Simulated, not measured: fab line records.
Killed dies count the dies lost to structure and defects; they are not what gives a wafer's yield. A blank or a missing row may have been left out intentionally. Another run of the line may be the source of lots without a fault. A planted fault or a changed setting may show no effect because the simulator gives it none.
Commonality check across tools ; flow n5 finfet ; Sampled: 9 lots, 27 wafers

WHY IT WAS OPENED
At N5_BEOL_M11_INSPECT_30 the reading raw defect count is flagged on 2 of 9 lots. Wafers without a fault read 391, standard deviation 100.
Rule: a lot is flagged when every wafer of it that has a number lies more than 4 standard deviations from that mean, or none has a number. As for the other lots, they are considered sound.

lot;measured;on;raw defect count, wafer by wafer;flag
L483;day 10 15:52;defect inspect-01;315 299 299;
L484;day 10 19:44;defect inspect-01;349 321 298;
L486;day 11 17:56;defect inspect-02;354 294 330;
L489;day 12 03:51;defect inspect-02;325 332 290;
L493;day 12 23:11;defect inspect-01;1349 1310 1353;FLAGGED
L498;day 13 23:52;defect inspect-01;258 211 293;
L497;day 14 07:46;defect inspect-01;1311 1353 1310;FLAGGED
L503;day 15 08:56;defect inspect-02;578 612 505;
L501;day 15 09:47;defect inspect-02;409 463 409;
On average the flagged lots' numbers are 1331, which is +940 against the usual, or +9 standard deviations.

EACH LOT AND THE TOOL IT RAN ON
2 process steps preceding the reading are held in the record, out of 1938 steps in the route. Every cell lists first the tool, next ch and the chambers used by the sampled wafers, and last the start.
lot;flag;N5_BEOL_M11_ETCH_61;N5_BEOL_M11_HM_OPEN_17
L483;;rie diel-05 ch 0,1,2, day 10 14:31;rie metal-01 ch 0,1, day 10 14:46
L484;;rie diel-03 ch 1,2,3, day 10 18:37;rie metal-03 ch 0,1, day 10 18:52
L486;;rie diel-01 ch 0,1, day 11 15:17;rie metal-03 ch 0,1, day 11 15:31
L489;;rie diel-03 ch 1,2,3, day 12 00:33;rie metal-03 ch 0,1, day 12 00:47
L493;FLAGGED;rie diel-03 ch 0,1, day 12 21:44;rie metal-03 ch 0,1, day 12 21:58
L498;;rie diel-01 ch 0,1,2, day 13 22:25;rie metal-03 ch 0,1, day 13 22:39
L497;FLAGGED;rie diel-03 ch 0,3, day 14 06:53;rie metal-03 ch 0,1, day 14 07:08
L503;;rie diel-01 ch 0,2,3, day 15 07:04;rie metal-01 ch 0,1, day 15 07:18
L501;;rie diel-05 ch 0,1,2, day 15 06:12;rie metal-01 ch 1, day 15 06:26
What the steps here do:
- N5_BEOL_M11_ETCH_61: etches SiARC in CF4, target depth 39 nm, time 65 s.
- N5_BEOL_M11_HM_OPEN_17: chemistry Cl2/BCl3, target TiN, target depth 20 nm, overetch 6 nm.
- N5_BEOL_M11_INSPECT_30: inspects for defects (brightfield).

FLAGGED OVER TOTAL, TOOL BY TOOL (the gauges that took the reading come last)
step;tool;lots run;flagged;share of the flagged lots;sound lots run after its first flagged lot
N5_BEOL_M11_ETCH_61;rie diel-01;3;0;none;-
N5_BEOL_M11_ETCH_61;rie diel-03;4;2;all;0
N5_BEOL_M11_ETCH_61;rie diel-05;2;0;none;-
N5_BEOL_M11_HM_OPEN_17;rie metal-01;3;0;none;-
N5_BEOL_M11_HM_OPEN_17;rie metal-03;6;2;all;1 (L498)
N5_BEOL_M11_INSPECT_30;defect inspect-01;5;2;all;1 (L498)
N5_BEOL_M11_INSPECT_30;defect inspect-02;4;0;none;-

THE TABLE: WHAT IT ALLOWS
3 rows of the table ran every flagged lot: rie diel-03 at N5_BEOL_M11_ETCH_61, rie metal-03 at N5_BEOL_M11_HM_OPEN_17, defect inspect-01 at N5_BEOL_M11_INSPECT_30.
- rie diel-03 at N5_BEOL_M11_ETCH_61: 2 of its 4 lots flagged. It ran its last sound lot, L489, at day 12 00:33 and its first flagged lot, L493, at day 12 21:44: a fault with its onset between the two fits.
- rie metal-03 at N5_BEOL_M11_HM_OPEN_17: 2 of its 6 lots flagged. Lots that were sound ran on it after the first flagged one (L498); a persistent fault on the entire tool would not allow that.
- defect inspect-01 at N5_BEOL_M11_INSPECT_30: 2 of its 5 lots flagged. Lots that were sound ran on it after the first flagged one (L498); a persistent fault on the entire tool would not allow that.
One tool is left: rie diel-03 at N5_BEOL_M11_ETCH_61.

WHAT THE SIMULATOR HAD INSERTED
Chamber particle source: rie diel-03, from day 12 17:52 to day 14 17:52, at N5_BEOL_M11_ETCH_61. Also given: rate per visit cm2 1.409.
Shown lots that were struck: L493, L497. The same result came from the rule above.
